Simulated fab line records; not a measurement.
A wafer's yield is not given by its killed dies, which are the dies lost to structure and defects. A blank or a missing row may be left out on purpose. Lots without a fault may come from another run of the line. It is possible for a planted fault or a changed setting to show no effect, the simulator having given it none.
Split-lot trial / flow n5_finfet / route with 1938 steps; 7 lots, 21 wafers read

THE SPLIT ITSELF
At N5_WELL_APT_EXPOSE_05 (exposes mask NWELL, defocus 0 nm, target cd 200 nm), the setting dose_mj was moved away from the recipe's 20.3 on 9 of the 21 wafers read, by -4.5% to +6.2%. For the rest of the wafers, this setting stayed at what the recipe calls for.

FROM THE SPLIT TO THE READING: what the file shows between them, 2 steps
- N5_WELL_APT_DEVELOP_07: develop time 45 s (also split here: develop_time_s)
- N5_WELL_APT_HARDBAKE_12: time 120 s

THE READING
cd_nm, in nm, at N5_WELL_APT_CD_MEAS_08 (target cd 200 nm). On this fab line, fault-free wafers typically give 200.2 nm with a standard deviation of 1.5 nm.

wafer=L075.3; tool, chamber at the split=krf_scanner-02, 0; dose_mj as run=20.3; against the recipe=recipe; cd_nm, nm=198.7; against lot-mates on the recipe=-
wafer=L075.4; tool, chamber at the split=krf_scanner-02, 0; dose_mj as run=21.19; against the recipe=+4.4%; cd_nm, nm=208.0; against lot-mates on the recipe=+9.3
wafer=L075.5; tool, chamber at the split=krf_scanner-02, 0; dose_mj as run=21.19; against the recipe=+4.4%; cd_nm, nm=207.2; against lot-mates on the recipe=+8.5
wafer=L080.2; tool, chamber at the split=krf_scanner-02, 0; dose_mj as run=19.38; against the recipe=-4.5%; cd_nm, nm=192.5; against lot-mates on the recipe=-7.6
wafer=L080.4; tool, chamber at the split=krf_scanner-02, 0; dose_mj as run=19.38; against the recipe=-4.5%; cd_nm, nm=192.1; against lot-mates on the recipe=-8.0
wafer=L080.5; tool, chamber at the split=krf_scanner-02, 0; dose_mj as run=20.3; against the recipe=recipe; cd_nm, nm=200.1; against lot-mates on the recipe=-
wafer=L082.1; tool, chamber at the split=krf_scanner-02, 0; dose_mj as run=19.82; against the recipe=-2.4%; cd_nm, nm=195.5; against lot-mates on the recipe=-4.3
wafer=L082.3; tool, chamber at the split=krf_scanner-02, 0; dose_mj as run=19.82; against the recipe=-2.4%; cd_nm, nm=197.0; against lot-mates on the recipe=-2.8
wafer=L082.4; tool, chamber at the split=krf_scanner-02, 0; dose_mj as run=20.3; against the recipe=recipe; cd_nm, nm=199.8; against lot-mates on the recipe=-
wafer=L086.4; tool, chamber at the split=krf_scanner-02, 0; dose_mj as run=20.3; against the recipe=recipe; cd_nm, nm=197.7; against lot-mates on the recipe=-
wafer=L086.5; tool, chamber at the split=krf_scanner-02, 0; dose_mj as run=21.55; against the recipe=+6.2%; cd_nm, nm=208.2; against lot-mates on the recipe=+10.5
wafer=L086.6; tool, chamber at the split=krf_scanner-02, 0; dose_mj as run=21.55; against the recipe=+6.2%; cd_nm, nm=206.3; against lot-mates on the recipe=+8.6
wafer=L092.2; tool, chamber at the split=krf_scanner-02, 0; dose_mj as run=20.3; against the recipe=recipe; cd_nm, nm=200.0; against lot-mates on the recipe=-
wafer=L092.4; tool, chamber at the split=krf_scanner-02, 0; dose_mj as run=20.3; against the recipe=recipe; cd_nm, nm=199.7; against lot-mates on the recipe=-
wafer=L092.5; tool, chamber at the split=krf_scanner-02, 0; dose_mj as run=20.3; against the recipe=recipe; cd_nm, nm=199.2; against lot-mates on the recipe=-
wafer=L096.3; tool, chamber at the split=krf_scanner-02, 0; dose_mj as run=20.3; against the recipe=recipe; cd_nm, nm=200.0; against lot-mates on the recipe=-
wafer=L096.4; tool, chamber at the split=krf_scanner-02, 0; dose_mj as run=20.3; against the recipe=recipe; cd_nm, nm=201.2; against lot-mates on the recipe=-
wafer=L096.5; tool, chamber at the split=krf_scanner-02, 0; dose_mj as run=20.3; against the recipe=recipe; cd_nm, nm=200.6; against lot-mates on the recipe=-
wafer=L097.1; tool, chamber at the split=krf_scanner-01, 0; dose_mj as run=20.3; against the recipe=recipe; cd_nm, nm=202.7; against lot-mates on the recipe=-
wafer=L097.3; tool, chamber at the split=krf_scanner-01, 0; dose_mj as run=20.3; against the recipe=recipe; cd_nm, nm=197.7; against lot-mates on the recipe=-
wafer=L097.5; tool, chamber at the split=krf_scanner-01, 0; dose_mj as run=19.81; against the recipe=-2.4%; cd_nm, nm=195.4; against lot-mates on the recipe=-4.8

FIT RESULTS
A straight line over all 21 wafers: cd_nm changes by +1.49 nm for each +1% of dose_mj; r = +0.96; the points scatter about the line by 1.4 nm.
The same after taking each lot's own level away (the mean of its wafers on the recipe; 21 wafers): +1.71 nm for each +1%; r = +0.98; scatter 1.1 nm.
According to that fit, moving dose_mj by its largest amount changes the reading by 11 nm.
The lots' own levels span 197.70 to 200.60 nm, that is 1.9 times the standard deviation above.
Hence the slope depends on the lot-to-lot level, as the two fits are not the same.
Check: with one of the wafers moved furthest among these (+6.2%) left out of the fit, the line predicts +10.6 nm for it against its lot-mates. It came out at +10.5 nm against them.

THESE WAFERS: OTHER SPLITS
Before the reading, these wafers also passed through other splits. Each is held against what the fit with the lots' levels taken away leaves over:
other split on the same wafers=N5_WELL_APT_DEVELOP_07 develop_time_s; wafers away from the commonest value=6; r with cd_nm (lot level and that fit taken away)=-0.12

THE WHOLE CHAIN: every reading that the file lists as answering this split, in the file's order
step=N5_WELL_APT_CD_MEAS_08; what it does=target cd 200 nm; reading=cd_nm; change (the file's fit)=+1.72 nm for each +1% of the setting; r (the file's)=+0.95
step=N5_WELL_APT_DESCUM_13; what it does=chemistry O2, time 7.9 s; reading=WELL_APT.cd_nm (the simulator's own value, which no gauge read); change (the file's fit)=+1.78 nm for each +1% of the setting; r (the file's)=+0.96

FILE'S OWN FIT
cd_nm changes by +1.72 nm for each +1% of dose_mj, r = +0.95.
